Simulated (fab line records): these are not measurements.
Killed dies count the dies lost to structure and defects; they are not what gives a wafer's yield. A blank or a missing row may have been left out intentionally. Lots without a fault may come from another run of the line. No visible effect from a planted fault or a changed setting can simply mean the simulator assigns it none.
Split-lot trial | flow n5 finfet | 7 lots, 21 wafers read, on a route of 1938 steps

== THE SPLIT ITSELF ==
At N5_MOL_CONTACT_COAG_PECVD_31 (deposits SiO2 from TEOS/O2, target thk 46 nm, time 8.9 s), the setting temp c was moved away from the recipe's 400 C on 9 of the 21 wafers read, by -3.2% to +4.2%. This setting was run at the recipe's value on the other wafers.

== FROM THE SPLIT TO THE READING: what the file shows between them, 4 steps ==
- N5_MOL_CONTACT_COAG_COAT_75: time 60 s, resist thk 60 nm
- N5_MOL_CONTACT_COAG_COAT_76: time 60 s, resist thk 10 nm
- N5_MOL_CONTACT_COAG_ETCHBACK_135: etches SiO2 in CHF3, target depth 25 nm, time 16.7 s
- N5_MOL_CONTACT_COAG_STRIP_118: strips in CHF3

== THE READING ==
etch.depth nm (the simulator's own value, which no gauge read), in nm, at N5_MOL_CONTACT_COAG_VIA_ETCH_46 (etches SiO2 in C4F6/O2, target depth 46 nm, overetch 9.2 nm, time 40 s). No usual value for it is given in the file. The 12 wafers here that ran the recipe average 45.51 nm, standard deviation 0.64 nm.

wafer  | tool, chamber at the split | temp c as run, C | against the recipe | etch.depth nm, nm | against lot-mates on the recipe
L074.3 | pecvd-04, 1                | 406.3            | +1.6%              | 44.14             | -2.26
L074.5 | pecvd-04, 2                | 400              | recipe             | 46.4              | -
L074.6 | pecvd-04, 1                | 406.3            | +1.6%              | 45.36             | -1.04
L076.2 | pecvd-04, 1                | 400              | recipe             | 44.73             | -
L076.3 | pecvd-04, 0                | 400              | recipe             | 45.06             | -
L076.4 | pecvd-04, 2                | 400              | recipe             | 45.43             | -
L079.1 | pecvd-03, 0                | 400              | recipe             | 44.23             | -
L079.4 | pecvd-03, 0,1              | 388.7            | -2.8%              | 48.08             | +3.85
L079.6 | pecvd-03, 0,1              | 388.7            | -2.8%              | 47.91             | +3.68
L083.1 | pecvd-03, 2                | 400              | recipe             | 45.77             | -
L083.5 | pecvd-03, 0                | 414.1            | +3.5%              | 42.28             | -3.60
L083.6 | pecvd-03, 1                | 400              | recipe             | 45.99             | -
L088.1 | pecvd-02, 0                | 400              | recipe             | 46.07             | -
L088.3 | pecvd-02, 1                | 400              | recipe             | 46.42             | -
L088.5 | pecvd-02, 0                | 408.4            | +2.1%              | 44.48             | -1.77
L092.2 | pecvd-03, 2                | 400              | recipe             | 45.35             | -
L092.5 | pecvd-03, 1                | 417              | +4.2%              | 40.5              | -4.85
L092.6 | pecvd-03, 2                | 417              | +4.2%              | 40.8              | -4.55
L095.1 | pecvd-04, 2                | 400              | recipe             | 45.1              | -
L095.4 | pecvd-04, 1                | 400              | recipe             | 45.56             | -
L095.5 | pecvd-04, 2                | 387.2            | -3.2%              | 49.1              | +3.77
The file does not say which wafer passed through which chamber wherever a row lists several chambers: such a row stands for several wafers.

THE FIT
A straight line over all 21 wafers: etch.depth nm changes by -0.991 nm for each +1% of temp c; r = -0.95; the points scatter about the line by 0.7 nm.
The same after taking each lot's own level away (the mean of its wafers on the recipe; 21 wafers): -1.14 nm for each +1%; r = -0.99; scatter 0.33 nm.
According to that fit, moving temp c by its largest amount changes the reading by 4.9 nm.
Measured against the standard deviation above, the lots' own levels, which go from 44.230 to 46.400 nm, span 3.4 times it.
In other words, the slope is changed by the lot-to-lot level; the two fits disagree.
Check: for one of the wafers moved furthest among these (+4.2%), held out of the fit, the line's prediction against its lot-mates is -4.68 nm. It came out at -4.85 nm against them.

== THESE WAFERS: OTHER SPLITS ==
Other splits were also applied to these wafers ahead of the reading. Each is held against what the fit with the lots' levels taken away leaves over:
other split on the same wafers        | wafers away from the commonest value | r with etch.depth nm (lot level and that fit taken away)
N5_SDB_COAT_03 spin rpm               | 11                                   | +0.02
N5_HKMG_FIN_PEB_47 peb time s         | 6                                    | +0.01
N5_GATE_CUT_DESCUM_18 time s          | 9                                    | +0.41
N5_MOL_CONTACT_COAG_ALD_27 ald cycles | 10                                   | -0.23

== THE WHOLE CHAIN: every reading that the file lists as answering this split, in the file's order ==
step                            | what it does                                                           | reading                                                                                   | change (the file's fit)              | r (the file's)
N5_MOL_CONTACT_COAG_PECVD_31    | deposits SiO2 from TEOS/O2, target thk 46 nm, time 8.9 s               | SiO2_of_MOL_CONTACT_COAG_PECVD_31.thk nm (the simulator's own value, which no gauge read) | -1.12 nm for each +1% of the setting | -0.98
N5_MOL_CONTACT_COAG_VIA_ETCH_46 | etches SiO2 in C4F6/O2, target depth 46 nm, overetch 9.2 nm, time 40 s | etch.depth nm (the simulator's own value, which no gauge read)                            | -1.11 nm for each +1% of the setting | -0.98

== THE FILE'S OWN FIT ==
etch.depth nm changes by -1.11 nm for each +1% of temp c, r = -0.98.
